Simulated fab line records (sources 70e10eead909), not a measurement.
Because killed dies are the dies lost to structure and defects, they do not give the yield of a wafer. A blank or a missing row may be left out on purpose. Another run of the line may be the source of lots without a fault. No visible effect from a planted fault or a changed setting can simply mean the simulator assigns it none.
The tool behind it: which one?    flow nand-harc    13 lots with 39 wafers sampled at 5 steps, on a route of 1302 steps

WHAT EACH GAUGE READ, for each wafer
NHARC_P_BONDPAD_THK_MEAS_33: measures by ellipsometry. Usual: thk-nm reads 200.3 nm (standard deviation 1.6).
lot   measured      on             thk-nm (nm)        flag
L588  day 7 01:47   film-metro-02  199.6 202.7 203.5  
L589  day 7 13:16   film-metro-01  202.7 198.2 204.2  
L590  day 7 17:36   film-metro-02  201.3 200.9 201.9  
L592  day 8 16:42   film-metro-02  201.8 200.7 201.8  
L593  day 9 04:33   film-metro-02  198.5 199.7 197.1  
L594  day 9 18:10   film-metro-02  201.3 199.3 202.0  
L595  day 9 19:01   film-metro-01  201.2 200.9 201.3  
L596  day 10 13:38  film-metro-01  198.1 200.5 200.2  
L598  day 11 05:13  film-metro-01  200.8 200.0 199.0  
L599  day 12 00:06  film-metro-01  198.8 200.4 195.3  
L600  day 12 03:59  film-metro-01  199.6 203.0 202.5  
L601  day 12 14:01  film-metro-01  199.5 198.8 200.0  
L608  day 15 05:37  film-metro-01  204.5 200.3 201.7  

TOOL THAT RAN EACH LOT (tool first, then ch and the chambers of the sampled wafers, then the start)
lot   NHARC_P_M2_DEGAS_29           NHARC_P_M2_ECD_22               NHARC_P_M2_CMP_23              NHARC_P_BONDPAD_CMP_32
L588  pvd-sputter-03, day 6 23:01   ecd-cu-02 ch 0,1, day 6 23:22   cmp-02 ch 0,1,3, day 7 00:05   cmp-03 ch 0,1,3, day 7 01:32
L589  pvd-sputter-01, day 7 10:29   ecd-cu-01 ch 0,1, day 7 10:50   cmp-02 ch 1,2, day 7 11:34     cmp-04 ch 0,1,3, day 7 13:01
L590  pvd-sputter-02, day 7 14:50   ecd-cu-02 ch 0,1, day 7 15:14   cmp-02 ch 1,2,3, day 7 15:58   cmp-03 ch 1,2,3, day 7 17:24
L592  pvd-sputter-02, day 8 13:56   ecd-cu-02 ch 0,1, day 8 14:19   cmp-02 ch 1,2, day 8 15:00     cmp-03 ch 0,2, day 8 16:28
L593  pvd-sputter-01, day 9 01:47   ecd-cu-01 ch 0,1, day 9 02:11   cmp-01 ch 0,1,2, day 9 02:52   cmp-01 ch 1,2,3, day 9 04:21
L594  pvd-sputter-01, day 9 15:22   ecd-cu-02 ch 0,1, day 9 15:52   cmp-03 ch 0,1,3, day 9 16:30   cmp-03 ch 0,1, day 9 17:55
L595  pvd-sputter-03, day 9 16:14   ecd-cu-01 ch 0,1, day 9 16:38   cmp-02 ch 1,2,3, day 9 17:21   cmp-03 ch 1,2,3, day 9 18:46
L596  pvd-sputter-02, day 10 10:51  ecd-cu-01 ch 0,1, day 10 11:13  cmp-02 ch 0,1,2, day 10 12:01  cmp-04 ch 1,2, day 10 13:23
L598  pvd-sputter-02, day 11 02:26  ecd-cu-01 ch 0,1, day 11 02:50  cmp-02 ch 0,2,3, day 11 03:33  cmp-01 ch 0,1, day 11 04:58
L599  pvd-sputter-03, day 11 21:19  ecd-cu-02 ch 0,1, day 11 21:44  cmp-01 ch 0,1, day 11 22:25    cmp-04 ch 0,1,3, day 11 23:55
L600  pvd-sputter-01, day 12 01:13  ecd-cu-02 ch 0,1, day 12 01:41  cmp-01 ch 0,2,3, day 12 02:20  cmp-03 ch 1,2,3, day 12 03:46
L601  pvd-sputter-02, day 12 11:11  ecd-cu-02 ch 0,1, day 12 11:41  cmp-03 ch 0,2,3, day 12 12:19  cmp-01 ch 0,1,3, day 12 13:48
L608  pvd-sputter-03, day 15 02:49  ecd-cu-02 ch 0,1, day 15 03:19  cmp-02 ch 0,1,3, day 15 03:56  cmp-04 ch 0,1, day 15 05:22
- NHARC_P_M2_DEGAS_29: time 60 s.
- NHARC_P_M2_ECD_22: material Cu, target thk 400 nm.
- NHARC_P_M2_CMP_23: polishes, t overpolish 20 s, target thk 144.3 nm.
- NHARC_P_BONDPAD_CMP_32: polishes SiCN, target thk 200 nm.

WHAT THE TOOLS THEMSELVES READ (means of the sampled wafers that have a number; where no wafer has one, the mark that the record gives instead)
NHARC_P_M2_DEGAS_29. Usual: heater-power-w reads 361 W (standard deviation 32).
lot   tool            heater-power-w (W)  flag
L588  pvd-sputter-03  344                 
L589  pvd-sputter-01  387                 
L590  pvd-sputter-02  358                 
L592  pvd-sputter-02  374                 
L593  pvd-sputter-01  393                 
L594  pvd-sputter-01  415                 
L595  pvd-sputter-03  329                 
L596  pvd-sputter-02  362                 
L598  pvd-sputter-02  369                 
L599  pvd-sputter-03  342                 
L600  pvd-sputter-01  367                 
L601  pvd-sputter-02  366                 
L608  pvd-sputter-03  329                 

NHARC_P_M2_CMP_23. Usual: motor-current-A 12.0 A, standard deviation 1; time-to-endpoint-s 29 s, standard deviation 3.2.
lot   tool    motor-current-A (A)  time-to-endpoint-s (s)  flag
L588  cmp-02  11.3                 28                      
L589  cmp-02  12.3                 28                      
L590  cmp-02  12.2                 28                      
L592  cmp-02  11.6                 29                      
L593  cmp-01  12.8                 28                      
L594  cmp-03  12.5                 32                      
L595  cmp-02  12.5                 28                      
L596  cmp-02  11.8                 29                      
L598  cmp-02  11.7                 24                      
L599  cmp-01  13.5                 26                      
L600  cmp-01  12.5                 25                      
L601  cmp-03  11.7                 33                      
L608  cmp-02  11.7                 15                      OFF

NHARC_P_BONDPAD_CMP_32. Usual: motor-current-A reads 12.2 A (standard deviation 1.1).
lot   tool    motor-current-A (A)  flag
L588  cmp-03  12.7                 
L589  cmp-04  11.7                 
L590  cmp-03  12.2                 
L592  cmp-03  11.3                 
L593  cmp-01  12.3                 
L594  cmp-03  12.1                 
L595  cmp-03  12.3                 
L596  cmp-04  12.9                 
L598  cmp-01  13.2                 
L599  cmp-04  11.0                 
L600  cmp-03  12.1                 
L601  cmp-01  12.2                 
L608  cmp-04  11.9                 

THE ANSWER, worked out from the rows above alone
Rule: a lot is off if the mean of its wafers that have a number lies more than 3 standard deviations from the usual mean. Also off: a lot with no number at a reading for which 4 or more lots have one. Where the step has rows for the other lots, those lots are counted as sound. First the gauges in route order, then the tools' own readings, where a lot's mean is used as printed above. At the first step where some lot is off, the reading lying furthest off is the one used; lots without a number count as furthest.
Off: L608, at NHARC_P_M2_CMP_23 (time-to-endpoint-s).
If a tool, at that step or one of the process steps before it, ran each lot that is off and ran no sound lot following the first of them, it fits. Can't be told from this: 3 tools fit, pvd-sputter-03 at NHARC_P_M2_DEGAS_29, ecd-cu-02 at NHARC_P_M2_ECD_22, cmp-02 at NHARC_P_M2_CMP_23.

WHAT THE SIMULATOR PUT IN
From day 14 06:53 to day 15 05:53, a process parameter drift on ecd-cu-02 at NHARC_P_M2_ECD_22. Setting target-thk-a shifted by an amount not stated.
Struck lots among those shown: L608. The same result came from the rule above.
